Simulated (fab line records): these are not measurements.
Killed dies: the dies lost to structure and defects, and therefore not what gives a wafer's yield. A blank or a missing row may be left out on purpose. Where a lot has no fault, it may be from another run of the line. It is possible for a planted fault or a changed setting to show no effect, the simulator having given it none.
fab line records || flow n5_finfet
record {"lots": 7, "wafers": 21, "last_day": 17}
route steps=1938 shown MOL_CONTACT_COAG@560
lots that met no fault: from a run of the same line without faults
start_h: hours from the record's first day to the start of the lot's first wafer shown || wait_h: how many hours have passed since the lot's step before this one || " same as the row above || L1.1+2: one row covering several wafers at once || - either no value or no given start || * or withheld: withheld || < > ~ a bound
route shown NAME@n: names a module that has steps shown in the file, with the first one's number in the route || usual: mean/standard deviation of fault-free wafers || same: alike in all rows || chamber/n: place in a boat || sites: per-site readings || _std_site: standard deviation across them || _edge_site: mean of outer sites minus mean of inner sites || radius_mm: for every site, how far away it sits from the centre of the wafer || mask NAME#n: copy n || behind: tool/chamber where the wafer was last shaped || hold: the reason the lot was held/the length of the hold in hours/how it ended || device: the n, p or np transistor that did not switch || end of line: the same wafers' tests at the end of the route || a step without rows: its recipe alone || killed: dies that structure and defects cost at the first sort, which is not the same as the wafer's yield || map: a wafer's dies, marking killed ones x, the rest . and places with no die _
set.NAME: setting as actually run; set.NAME@STEP: the setting as run at that earlier step || model.NAME: the simulator's own value behind a step, which no gauge read
certain route steps with their lots: each step a table, each wafer a row
services: a tool's chamber out of use, with start hour (start_h, from the record's first day; less than 0 if before it), hours out, and reason
## steps
# step N5_MOL_CONTACT_COAG_CMP_28
# recipe {"stop_on": "SiNx", "t_overpolish_s": 0.85, "post_cmp_clean": "alkaline_brush", "down_force_psi": 4.15, "platen_rpm": 51.8, "pad_velocity_m_s": 1.0307, "target_thk_nm": 14.522}
# usual {"motor_current_A": "11.9/1.3", "pad_life_wafers": "830/530", "time_to_endpoint_s": "5.7/2.2"}
# same {"t_overpolish_s": 0.85}
{"lot.wafer": "L388.3", "tool": "cmp-04", "chamber": 3, "start_h": 116.65, "wait_h": 0.8, "motor_current_A": 12.5, "pad_life_wafers": 540, "time_to_endpoint_s": 7.7}
{"lot.wafer": "L388.2", "tool": "cmp-04", "chamber": 2, "start_h": 116.65, "wait_h": 0.8, "motor_current_A": 11.1, "pad_life_wafers": 543, "time_to_endpoint_s": 7.1}
{"lot.wafer": "L388.6", "tool": "cmp-04", "chamber": 0, "start_h": 116.65, "wait_h": 0.8, "motor_current_A": 9.9, "pad_life_wafers": "-", "time_to_endpoint_s": 5.0}
{"lot.wafer": "L389.2", "tool": "cmp-02", "chamber": 2, "start_h": 117.38, "wait_h": 0.8, "motor_current_A": 12.1, "pad_life_wafers": 1051, "time_to_endpoint_s": 5.1}
{"lot.wafer": "L389.3", "tool": "cmp-02", "chamber": 0, "start_h": 117.38, "wait_h": 0.8, "motor_current_A": 11.8, "pad_life_wafers": 1053, "time_to_endpoint_s": 6.5}
{"lot.wafer": "L389.5", "tool": "cmp-02", "chamber": 2, "start_h": 117.38, "wait_h": 0.8, "motor_current_A": 11.8, "pad_life_wafers": "-", "time_to_endpoint_s": 7.6}
{"lot.wafer": "L398.2", "tool": "cmp-01", "chamber": 2, "start_h": 177.93, "wait_h": 0.8, "motor_current_A": 10.3, "pad_life_wafers": 234, "time_to_endpoint_s": 8.3}
{"lot.wafer": "L398.1", "tool": "cmp-01", "chamber": 3, "start_h": 177.93, "wait_h": 0.8, "motor_current_A": 11.4, "pad_life_wafers": 235, "time_to_endpoint_s": 10.5}
{"lot.wafer": "L398.3", "tool": "cmp-01", "chamber": 0, "start_h": 177.93, "wait_h": 0.8, "motor_current_A": 11.8, "pad_life_wafers": 236, "time_to_endpoint_s": 9.9}
{"lot.wafer": "L400.1", "tool": "cmp-01", "chamber": 0, "start_h": 187.05, "wait_h": 0.9, "motor_current_A": 11.2, "pad_life_wafers": 318, "time_to_endpoint_s": 7.7}
{"lot.wafer": "L400.2", "tool": "cmp-01", "chamber": 2, "start_h": 187.05, "wait_h": 0.9, "motor_current_A": 10.0, "pad_life_wafers": 320, "time_to_endpoint_s": 6.8}
{"lot.wafer": "L400.5", "tool": "cmp-01", "chamber": 1, "start_h": 187.05, "wait_h": 0.9, "motor_current_A": 12.0, "pad_life_wafers": "-", "time_to_endpoint_s": 4.7}
{"lot.wafer": "L399.3", "tool": "cmp-01", "chamber": 2, "start_h": 190.92, "wait_h": 0.8, "motor_current_A": 9.6, "pad_life_wafers": 348, "time_to_endpoint_s": 7.2}
{"lot.wafer": "L399.2", "tool": "cmp-01", "chamber": 0, "start_h": 190.92, "wait_h": 0.8, "motor_current_A": 11.4, "pad_life_wafers": 350, "time_to_endpoint_s": 4.6}
{"lot.wafer": "L399.5", "tool": "cmp-01", "chamber": 3, "start_h": 190.92, "wait_h": 0.8, "motor_current_A": 10.9, "pad_life_wafers": "-", "time_to_endpoint_s": 5.5}
{"lot.wafer": "L401.2", "tool": "cmp-01", "chamber": 0, "start_h": 194.86, "wait_h": 0.8, "motor_current_A": 11.8, "pad_life_wafers": 378, "time_to_endpoint_s": 10.1}
{"lot.wafer": "L401.3", "tool": "cmp-01", "chamber": 1, "start_h": 194.86, "wait_h": 0.8, "motor_current_A": 12.4, "pad_life_wafers": 379, "time_to_endpoint_s": 8.7}
{"lot.wafer": "L401.4", "tool": "cmp-01", "chamber": 3, "start_h": 194.86, "wait_h": 0.8, "motor_current_A": 11.2, "pad_life_wafers": 381, "time_to_endpoint_s": 7.2}
{"lot.wafer": "L403.1", "tool": "cmp-01", "chamber": 3, "start_h": 207.33, "wait_h": 0.9, "motor_current_A": 11.4, "pad_life_wafers": 476, "time_to_endpoint_s": 6.6}
{"lot.wafer": "L403.3", "tool": "cmp-01", "chamber": 0, "start_h": 207.33, "wait_h": 0.9, "motor_current_A": 11.6, "pad_life_wafers": 477, "time_to_endpoint_s": 6.1}
{"lot.wafer": "L403.6", "tool": "cmp-01", "chamber": 1, "start_h": 207.33, "wait_h": 0.9, "motor_current_A": 12.1, "pad_life_wafers": "-", "time_to_endpoint_s": 6.2}
# step N5_MOL_CONTACT_COAG_THK_MEAS_29
# recipe {"reads": "SiNx_of_GATE_CUT_PECVD_57+SiNx_of_GATE_CUT_SAC_CAP_01"}
# usual {"MD_CAP_THK": "17.93/0.072"}
{"lot.wafer": "L388.2", "tool": "film_metro-02", "chamber": "-", "start_h": 116.95, "wait_h": "-", "MD_CAP_THK[nm]": 17.82}
{"lot.wafer": "L388.3", "tool": "film_metro-02", "chamber": "-", "start_h": 116.95, "wait_h": "-", "MD_CAP_THK[nm]": 17.89}
{"lot.wafer": "L388.6", "tool": "film_metro-02", "chamber": "-", "start_h": 116.95, "wait_h": "-", "MD_CAP_THK[nm]": 17.79}
{"lot.wafer": "L389.2", "tool": "film_metro-01", "chamber": "-", "start_h": 117.63, "wait_h": "-", "MD_CAP_THK[nm]": 17.96}
{"lot.wafer": "L389.3", "tool": "film_metro-01", "chamber": "-", "start_h": 117.63, "wait_h": "-", "MD_CAP_THK[nm]": 17.89}
{"lot.wafer": "L389.5", "tool": "film_metro-01", "chamber": "-", "start_h": 117.63, "wait_h": "-", "MD_CAP_THK[nm]": 18.02}
{"lot.wafer": "L398.1", "tool": "film_metro-01", "chamber": "-", "start_h": 178.22, "wait_h": "-", "MD_CAP_THK[nm]": 17.97}
{"lot.wafer": "L398.2", "tool": "film_metro-01", "chamber": "-", "start_h": 178.22, "wait_h": "-", "MD_CAP_THK[nm]": 17.96}
{"lot.wafer": "L398.3", "tool": "film_metro-01", "chamber": "-", "start_h": 178.22, "wait_h": "-", "MD_CAP_THK[nm]": 18.04}
{"lot.wafer": "L400.1", "tool": "film_metro-01", "chamber": "-", "start_h": 187.34, "wait_h": "-", "MD_CAP_THK[nm]": 17.80}
{"lot.wafer": "L400.2", "tool": "film_metro-01", "chamber": "-", "start_h": 187.34, "wait_h": "-", "MD_CAP_THK[nm]": 17.94}
{"lot.wafer": "L400.5", "tool": "film_metro-01", "chamber": "-", "start_h": 187.34, "wait_h": "-", "MD_CAP_THK[nm]": 17.88}
{"lot.wafer": "L399.2", "tool": "film_metro-01", "chamber": "-", "start_h": 191.22, "wait_h": "-", "MD_CAP_THK[nm]": 18.02}
{"lot.wafer": "L399.3", "tool": "film_metro-01", "chamber": "-", "start_h": 191.22, "wait_h": "-", "MD_CAP_THK[nm]": 17.95}
{"lot.wafer": "L399.5", "tool": "film_metro-01", "chamber": "-", "start_h": 191.22, "wait_h": "-", "MD_CAP_THK[nm]": 17.88}
{"lot.wafer": "L401.2", "tool": "film_metro-02", "chamber": "-", "start_h": 195.15, "wait_h": "-", "MD_CAP_THK[nm]": 17.91}
{"lot.wafer": "L401.3", "tool": "film_metro-02", "chamber": "-", "start_h": 195.15, "wait_h": "-", "MD_CAP_THK[nm]": 17.93}
{"lot.wafer": "L401.4", "tool": "film_metro-02", "chamber": "-", "start_h": 195.15, "wait_h": "-", "MD_CAP_THK[nm]": 17.94}
{"lot.wafer": "L403.1", "tool": "film_metro-01", "chamber": "-", "start_h": 207.54, "wait_h": "-", "MD_CAP_THK[nm]": 18.01}
{"lot.wafer": "L403.3", "tool": "film_metro-01", "chamber": "-", "start_h": 207.54, "wait_h": "-", "MD_CAP_THK[nm]": 17.90}
{"lot.wafer": "L403.6", "tool": "film_metro-01", "chamber": "-", "start_h": 207.54, "wait_h": "-", "MD_CAP_THK[nm]": 18.07}
# step N5_MOL_CONTACT_COAG_ALD_123
# recipe {"material": "SiNx", "target_thk_a": 50, "temp_c": 400, "ald_precursor_family": "SiH2I2", "ald_co_reactant": "N2/H2-plasma", "pulse_time_s": 1, "purge_time_s": 2, "co_reactant_purge_time_s": 2, "ald_cycles": 100, "pressure_torr": 2}
# usual {"heater_power_w": "843/97", "precursor_pulse_height_rel": "0.998/0.02"}
# same {"pulse_time_s": 1}
{"lot.wafer": "L388.2", "tool": "ald_sin-01", "chamber": 0, "start_h": 117.08, "wait_h": 0.1, "heater_power_w": 817, "precursor_pulse_height_rel": 1.005}
{"lot.wafer": "L388.3", "tool": "ald_sin-01", "chamber": 3, "start_h": 117.08, "wait_h": 0.1, "heater_power_w": 936, "precursor_pulse_height_rel": 0.981}
{"lot.wafer": "L388.6", "tool": "ald_sin-01", "chamber": 0, "start_h": 117.08, "wait_h": 0.1, "heater_power_w": 818, "precursor_pulse_height_rel": 1.007}
{"lot.wafer": "L389.2", "tool": "ald_sin-04", "chamber": 0, "start_h": 117.67, "wait_h": 0.0, "heater_power_w": 702, "precursor_pulse_height_rel": 0.969}
{"lot.wafer": "L389.3", "tool": "ald_sin-04", "chamber": 3, "start_h": 117.67, "wait_h": 0.0, "heater_power_w": 927, "precursor_pulse_height_rel": 0.986}
{"lot.wafer": "L389.5", "tool": "ald_sin-04", "chamber": 2, "start_h": 117.67, "wait_h": 0.0, "heater_power_w": 848, "precursor_pulse_height_rel": 0.996}
{"lot.wafer": "L398.1", "tool": "ald_sin-01", "chamber": 0, "start_h": 178.27, "wait_h": 0.0, "heater_power_w": 827, "precursor_pulse_height_rel": 1.017}
{"lot.wafer": "L398.2", "tool": "ald_sin-01", "chamber": 1, "start_h": 178.27, "wait_h": 0.0, "heater_power_w": 751, "precursor_pulse_height_rel": 0.972}
{"lot.wafer": "L398.3", "tool": "ald_sin-01", "chamber": 3, "start_h": 178.27, "wait_h": 0.0, "heater_power_w": 920, "precursor_pulse_height_rel": 1.030}
{"lot.wafer": "L400.1", "tool": "ald_sin-01", "chamber": 0, "start_h": 187.95, "wait_h": 0.6, "heater_power_w": 818, "precursor_pulse_height_rel": 0.987}
{"lot.wafer": "L400.2", "tool": "ald_sin-01", "chamber": 2, "start_h": 187.95, "wait_h": 0.6, "heater_power_w": 1055, "precursor_pulse_height_rel": 1.001}
{"lot.wafer": "L400.5", "tool": "ald_sin-01", "chamber": 2, "start_h": 187.95, "wait_h": 0.6, "heater_power_w": 1075, "precursor_pulse_height_rel": 0.986}
{"lot.wafer": "L399.2", "tool": "ald_sin-02", "chamber": 1, "start_h": 192.05, "wait_h": 0.8, "heater_power_w": 780, "precursor_pulse_height_rel": 0.992}
{"lot.wafer": "L399.3", "tool": "ald_sin-02", "chamber": 2, "start_h": 192.05, "wait_h": 0.8, "heater_power_w": 800, "precursor_pulse_height_rel": 1.006}
{"lot.wafer": "L399.5", "tool": "ald_sin-02", "chamber": 0, "start_h": 192.05, "wait_h": 0.8, "heater_power_w": 712, "precursor_pulse_height_rel": 0.961}
{"lot.wafer": "L401.2", "tool": "ald_sin-04", "chamber": 2, "start_h": 195.47, "wait_h": 0.3, "heater_power_w": 882, "precursor_pulse_height_rel": 1.029}
{"lot.wafer": "L401.3", "tool": "ald_sin-04", "chamber": 1, "start_h": 195.47, "wait_h": 0.3, "heater_power_w": 887, "precursor_pulse_height_rel": 0.986}
{"lot.wafer": "L401.4", "tool": "ald_sin-04", "chamber": 3, "start_h": 195.47, "wait_h": 0.3, "heater_power_w": 905, "precursor_pulse_height_rel": 1.002}
{"lot.wafer": "L403.1", "tool": "ald_sin-02", "chamber": 1, "start_h": 207.58, "wait_h": 0.0, "heater_power_w": 778, "precursor_pulse_height_rel": 0.973}
{"lot.wafer": "L403.3", "tool": "ald_sin-02", "chamber": 3, "start_h": 207.58, "wait_h": 0.0, "heater_power_w": 791, "precursor_pulse_height_rel": 0.998}
{"lot.wafer": "L403.6", "tool": "ald_sin-02", "chamber": 0, "start_h": 207.58, "wait_h": 0.0, "heater_power_w": 725, "precursor_pulse_height_rel": 0.993}
# step N5_MOL_CONTACT_COAG_PECVD_31
# recipe {"material": "SiO2", "target_thk_a": 460, "temp_c": 400, "precursor": "TEOS/O2", "pressure_torr": 6.5, "rf_w": "withheld", "teos_flow_sccm": "withheld", "gas": "O2", "flow_sccm": 2650, "time_s": 8.9}
# step N5_MOL_CONTACT_COAG_COAT_75
# recipe {"resist": "SOC", "temp_c": 250, "time_s": 60, "spin_rpm": 1500, "resist_thk_nm": 60}
# step N5_MOL_CONTACT_COAG_COAT_76
# recipe {"resist": "SiARC", "temp_c": 220, "time_s": 60, "spin_rpm": 1500, "resist_thk_nm": 10}
# step N5_MOL_CONTACT_COAG_COAT_77
# recipe {"resist": "underlayer", "temp_c": 205, "time_s": 60, "spin_rpm": 1500, "resist_thk_nm": 10}
# step N5_MOL_CONTACT_COAG_COAT_78
# recipe {"resist": "CAR-EUV", "spin_rpm": 1500, "resist_thk_nm": 40}
# step N5_MOL_CONTACT_COAG_EBR_80
# recipe {"solvent": "PGMEA", "ebr_width_mm": 1.5}
# step N5_MOL_CONTACT_COAG_SOFTBAKE_79
# recipe {"temp_c": 110, "time_s": 60, "resist": "CAR-EUV"}
# step N5_MOL_CONTACT_COAG_EXPOSE_81
# recipe {"mask_id": "VG", "na": 0.33, "source_shape": "annular", "sigma_inner": 0.3, "sigma_outer": 0.7, "polarization": "unpolarized", "defocus_nm": 0, "dose_mj": 59.5}
# step N5_MOL_CONTACT_COAG_PEB_82
# recipe {"peb_temp_c": 100, "peb_time_s": 60, "resist": "CAR-EUV"}
# step N5_MOL_CONTACT_COAG_DEVELOP_83
# recipe {"develop_time_s": 30, "developer": "TMAH", "resist": "CAR-EUV", "rinse_liquid": "surfactant_rinse", "dry": "air_spin", "dev_temp_c": 23}
# usual {"chill_plate_temp_C": "22.97/0.098", "develop_time_s": "30/0"}
{"lot.wafer": "L388.2", "tool": "litho_track-05", "chamber": 0, "start_h": 117.87, "wait_h": "-", "chill_plate_temp_C": 22.99, "develop_time_s": 30, "model.CAR-EUV_of_MOL_CONTACT_COAG_COAT_78.thk_nm": 39.6}
{"lot.wafer": "L388.3", "tool": "litho_track-05", "chamber": 0, "start_h": 117.87, "wait_h": "-", "chill_plate_temp_C": 23.05, "develop_time_s": 30, "model.CAR-EUV_of_MOL_CONTACT_COAG_COAT_78.thk_nm": 39.6}
{"lot.wafer": "L388.6", "tool": "litho_track-05", "chamber": 0, "start_h": 117.87, "wait_h": "-", "chill_plate_temp_C": 23.04, "develop_time_s": 30, "model.CAR-EUV_of_MOL_CONTACT_COAG_COAT_78.thk_nm": 39.8}
{"lot.wafer": "L389.2", "tool": "litho_track-01", "chamber": 0, "start_h": 118.45, "wait_h": "-", "chill_plate_temp_C": 23.04, "develop_time_s": 30, "model.CAR-EUV_of_MOL_CONTACT_COAG_COAT_78.thk_nm": 39.4}
{"lot.wafer": "L389.3", "tool": "litho_track-01", "chamber": 0, "start_h": 118.45, "wait_h": "-", "chill_plate_temp_C": 22.96, "develop_time_s": 30, "model.CAR-EUV_of_MOL_CONTACT_COAG_COAT_78.thk_nm": 39.6}
{"lot.wafer": "L389.5", "tool": "litho_track-01", "chamber": 0, "start_h": 118.45, "wait_h": "-", "chill_plate_temp_C": 22.95, "develop_time_s": 30, "model.CAR-EUV_of_MOL_CONTACT_COAG_COAT_78.thk_nm": 39.4}
{"lot.wafer": "L398.1", "tool": "litho_track-01", "chamber": 0, "start_h": 179.05, "wait_h": "-", "chill_plate_temp_C": 22.84, "develop_time_s": 30, "model.CAR-EUV_of_MOL_CONTACT_COAG_COAT_78.thk_nm": 39.2}
{"lot.wafer": "L398.2", "tool": "litho_track-01", "chamber": 0, "start_h": 179.05, "wait_h": "-", "chill_plate_temp_C": 22.84, "develop_time_s": 30, "model.CAR-EUV_of_MOL_CONTACT_COAG_COAT_78.thk_nm": 39.4}
{"lot.wafer": "L398.3", "tool": "litho_track-01", "chamber": 0, "start_h": 179.05, "wait_h": "-", "chill_plate_temp_C": 22.87, "develop_time_s": 30, "model.CAR-EUV_of_MOL_CONTACT_COAG_COAT_78.thk_nm": 39.4}
{"lot.wafer": "L400.1", "tool": "litho_track-01", "chamber": "-", "start_h": 188.86, "wait_h": "-", "chill_plate_temp_C": "-", "develop_time_s": "-", "model.CAR-EUV_of_MOL_CONTACT_COAG_COAT_78.thk_nm": 40}
{"lot.wafer": "L400.2", "tool": "litho_track-01", "chamber": "-", "start_h": 188.86, "wait_h": "-", "chill_plate_temp_C": "-", "develop_time_s": "-", "model.CAR-EUV_of_MOL_CONTACT_COAG_COAT_78.thk_nm": 40}
{"lot.wafer": "L400.5", "tool": "litho_track-01", "chamber": "-", "start_h": 188.86, "wait_h": "-", "chill_plate_temp_C": "-", "develop_time_s": "-", "model.CAR-EUV_of_MOL_CONTACT_COAG_COAT_78.thk_nm": 39.8}
{"lot.wafer": "L399.2", "tool": "litho_track-01", "chamber": "-", "start_h": 192.96, "wait_h": "-", "chill_plate_temp_C": "-", "develop_time_s": "-", "model.CAR-EUV_of_MOL_CONTACT_COAG_COAT_78.thk_nm": 40}
{"lot.wafer": "L399.3", "tool": "litho_track-01", "chamber": "-", "start_h": 192.96, "wait_h": "-", "chill_plate_temp_C": "-", "develop_time_s": "-", "model.CAR-EUV_of_MOL_CONTACT_COAG_COAT_78.thk_nm": 40}
{"lot.wafer": "L399.5", "tool": "litho_track-01", "chamber": "-", "start_h": 192.96, "wait_h": "-", "chill_plate_temp_C": "-", "develop_time_s": "-", "model.CAR-EUV_of_MOL_CONTACT_COAG_COAT_78.thk_nm": 40}
{"lot.wafer": "L401.2", "tool": "litho_track-01", "chamber": "-", "start_h": 196.26, "wait_h": "-", "chill_plate_temp_C": "-", "develop_time_s": "-", "model.CAR-EUV_of_MOL_CONTACT_COAG_COAT_78.thk_nm": 40}
{"lot.wafer": "L401.3", "tool": "litho_track-01", "chamber": "-", "start_h": 196.26, "wait_h": "-", "chill_plate_temp_C": "-", "develop_time_s": "-", "model.CAR-EUV_of_MOL_CONTACT_COAG_COAT_78.thk_nm": 40}
{"lot.wafer": "L401.4", "tool": "litho_track-01", "chamber": "-", "start_h": 196.26, "wait_h": "-", "chill_plate_temp_C": "-", "develop_time_s": "-", "model.CAR-EUV_of_MOL_CONTACT_COAG_COAT_78.thk_nm": 40}
{"lot.wafer": "L403.1", "tool": "litho_track-01", "chamber": 0, "start_h": 208.36, "wait_h": "-", "chill_plate_temp_C": 22.97, "develop_time_s": 30, "model.CAR-EUV_of_MOL_CONTACT_COAG_COAT_78.thk_nm": 39.8}
{"lot.wafer": "L403.3", "tool": "litho_track-01", "chamber": 0, "start_h": 208.36, "wait_h": "-", "chill_plate_temp_C": 23.01, "develop_time_s": 30, "model.CAR-EUV_of_MOL_CONTACT_COAG_COAT_78.thk_nm": 39.6}
{"lot.wafer": "L403.6", "tool": "litho_track-01", "chamber": 0, "start_h": 208.36, "wait_h": "-", "chill_plate_temp_C": 22.79, "develop_time_s": 30, "model.CAR-EUV_of_MOL_CONTACT_COAG_COAT_78.thk_nm": 39.6}
# step N5_MOL_CONTACT_COAG_CD_MEAS_84
# recipe {"target_cd_nm": 25.1, "landing_energy_ev": 500, "detector": "se_inlens", "polarity": "opening"}
# usual {"cd_nm": "25.08/0.25"}
{"lot.wafer": "L388.2", "tool": "cd_sem-01", "chamber": 0, "start_h": 117.93, "wait_h": "-", "cd_nm": 25.01}
{"lot.wafer": "L388.3", "tool": "cd_sem-01", "chamber": 0, "start_h": 117.93, "wait_h": "-", "cd_nm": 24.75}
{"lot.wafer": "L388.6", "tool": "cd_sem-01", "chamber": 0, "start_h": 117.93, "wait_h": "-", "cd_nm": 24.90}
{"lot.wafer": "L389.2", "tool": "cd_sem-03", "chamber": 0, "start_h": 118.51, "wait_h": "-", "cd_nm": 25.23}
{"lot.wafer": "L389.3", "tool": "cd_sem-03", "chamber": 0, "start_h": 118.51, "wait_h": "-", "cd_nm": 24.99}
{"lot.wafer": "L389.5", "tool": "cd_sem-03", "chamber": 0, "start_h": 118.51, "wait_h": "-", "cd_nm": 24.92}
{"lot.wafer": "L398.1", "tool": "cd_sem-02", "chamber": 0, "start_h": 179.11, "wait_h": "-", "cd_nm": 24.80}
{"lot.wafer": "L398.2", "tool": "cd_sem-02", "chamber": 0, "start_h": 179.11, "wait_h": "-", "cd_nm": 24.99}
{"lot.wafer": "L398.3", "tool": "cd_sem-02", "chamber": 0, "start_h": 179.11, "wait_h": "-", "cd_nm": 25.07}
{"lot.wafer": "L400.1", "tool": "cd_sem-02", "chamber": 0, "start_h": 188.91, "wait_h": "-", "cd_nm": "-"}
{"lot.wafer": "L400.2", "tool": "cd_sem-02", "chamber": 0, "start_h": 188.91, "wait_h": "-", "cd_nm": "-"}
{"lot.wafer": "L400.5", "tool": "cd_sem-02", "chamber": 0, "start_h": 188.91, "wait_h": "-", "cd_nm": "-"}
{"lot.wafer": "L399.2", "tool": "cd_sem-02", "chamber": 0, "start_h": 193.02, "wait_h": "-", "cd_nm": "-"}
{"lot.wafer": "L399.3", "tool": "cd_sem-02", "chamber": 0, "start_h": 193.02, "wait_h": "-", "cd_nm": "-"}
{"lot.wafer": "L399.5", "tool": "cd_sem-02", "chamber": 0, "start_h": 193.02, "wait_h": "-", "cd_nm": "-"}
{"lot.wafer": "L401.2", "tool": "cd_sem-02", "chamber": 0, "start_h": 196.32, "wait_h": "-", "cd_nm": "-"}
{"lot.wafer": "L401.3", "tool": "cd_sem-02", "chamber": 0, "start_h": 196.32, "wait_h": "-", "cd_nm": "-"}
{"lot.wafer": "L401.4", "tool": "cd_sem-02", "chamber": 0, "start_h": 196.32, "wait_h": "-", "cd_nm": "-"}
{"lot.wafer": "L403.1", "tool": "cd_sem-01", "chamber": 0, "start_h": 208.42, "wait_h": "-", "cd_nm": 25.49}
{"lot.wafer": "L403.3", "tool": "cd_sem-01", "chamber": 0, "start_h": 208.42, "wait_h": "-", "cd_nm": 24.87}
{"lot.wafer": "L403.6", "tool": "cd_sem-01", "chamber": 0, "start_h": 208.42, "wait_h": "-", "cd_nm": 24.80}
## services
{"tool": "ald_sin-01", "chamber": 2, "start_h": 93.51, "hours": 33.4, "kind": "repair"}
{"tool": "ald_sin-02", "chamber": "-", "start_h": 97.52, "hours": 6.0, "kind": "pm"}
{"tool": "cmp-01", "chamber": "-", "start_h": 101.41, "hours": 0.6, "kind": "repair"}
{"tool": "ald_sin-01", "chamber": 0, "start_h": 131.12, "hours": 7.1, "kind": "repair"}
{"tool": "cmp-04", "chamber": "-", "start_h": 139.07, "hours": 3.9, "kind": "pm"}
{"tool": "cmp-01", "chamber": "-", "start_h": 143.46, "hours": 4.0, "kind": "pm"}
{"tool": "cmp-01", "chamber": "-", "start_h": 147.46, "hours": "-", "kind": "consumable_replace:conditioner"}
{"tool": "cmp-01", "chamber": "-", "start_h": 147.46, "hours": "-", "kind": "consumable_replace:pad"}
{"tool": "cmp-04", "chamber": "-", "start_h": 148.99, "hours": 0.9, "kind": "repair"}
{"tool": "cmp-02", "chamber": "-", "start_h": 167.59, "hours": 0.3, "kind": "repair"}
{"tool": "ald_sin-02", "chamber": "-", "start_h": 177.90, "hours": 14.0, "kind": "pm"}
{"tool": "ald_sin-02", "chamber": 0, "start_h": 177.90, "hours": 14.0, "kind": "vent_cycle"}
{"tool": "ald_sin-02", "chamber": 1, "start_h": 177.90, "hours": 14.0, "kind": "vent_cycle"}
{"tool": "ald_sin-02", "chamber": 2, "start_h": 177.90, "hours": 14.0, "kind": "vent_cycle"}
{"tool": "ald_sin-02", "chamber": 3, "start_h": 177.90, "hours": 14.0, "kind": "vent_cycle"}
{"tool": "ald_sin-02", "chamber": 0, "start_h": 191.90, "hours": "-", "kind": "clean"}
{"tool": "ald_sin-02", "chamber": 1, "start_h": 191.90, "hours": "-", "kind": "clean"}
{"tool": "ald_sin-02", "chamber": 2, "start_h": 191.90, "hours": "-", "kind": "clean"}
{"tool": "ald_sin-02", "chamber": 3, "start_h": 191.90, "hours": "-", "kind": "clean"}
## key
first_sign {"step": "N5_MOL_CONTACT_COAG_DEVELOP_83", "reading": "tool_record", "direction": "missing"}
effect none on later readings
model_effect {"step": "N5_MOL_CONTACT_COAG_DEVELOP_83", "value": "CAR-EUV_of_MOL_CONTACT_COAG_COAT_78.thk_nm", "without": 39.53, "struck": 39.98}
met_at N5_MOL_CONTACT_COAG_DEVELOP_83
struck_wafers L399.2,L399.3,L399.5,L400.1,L400.2,L400.5,L401.2,L401.3,L401.4
later_rows_left_out L399.2,L399.3,L399.5,L400.1,L400.2,L400.5,L401.2,L401.3,L401.4
sort_left_out L399.2,L399.3,L399.5,L400.1,L400.2,L400.5,L401.2,L401.3,L401.4
tester_left_out L399,L400,L401
onset_between 179.05 188.86
fault {"kind": "skipped_step_whole", "tool": "litho_track-01", "chamber": "-", "onset_h": 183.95, "steps": "N5_MOL_CONTACT_COAG_DEVELOP_83", "scope": "struck_lots_only"}
# tester_left_out: of these lots the tester's yield and bins aren't shown, on N5 and GAA mostly nor the transistor test; their killed dies are dies lost to structure and defects alone, not to doping, threshold or leakage, so they don't give the yield
# sort_left_out: the simulated sort isn't trusted on such a fault, so these wafers' sort isn't shown, and their yield isn't known
# later_rows_left_out: the simulator's readings of these wafers behind a module that went badly wrong aren't trusted and aren't shown, but for the sort
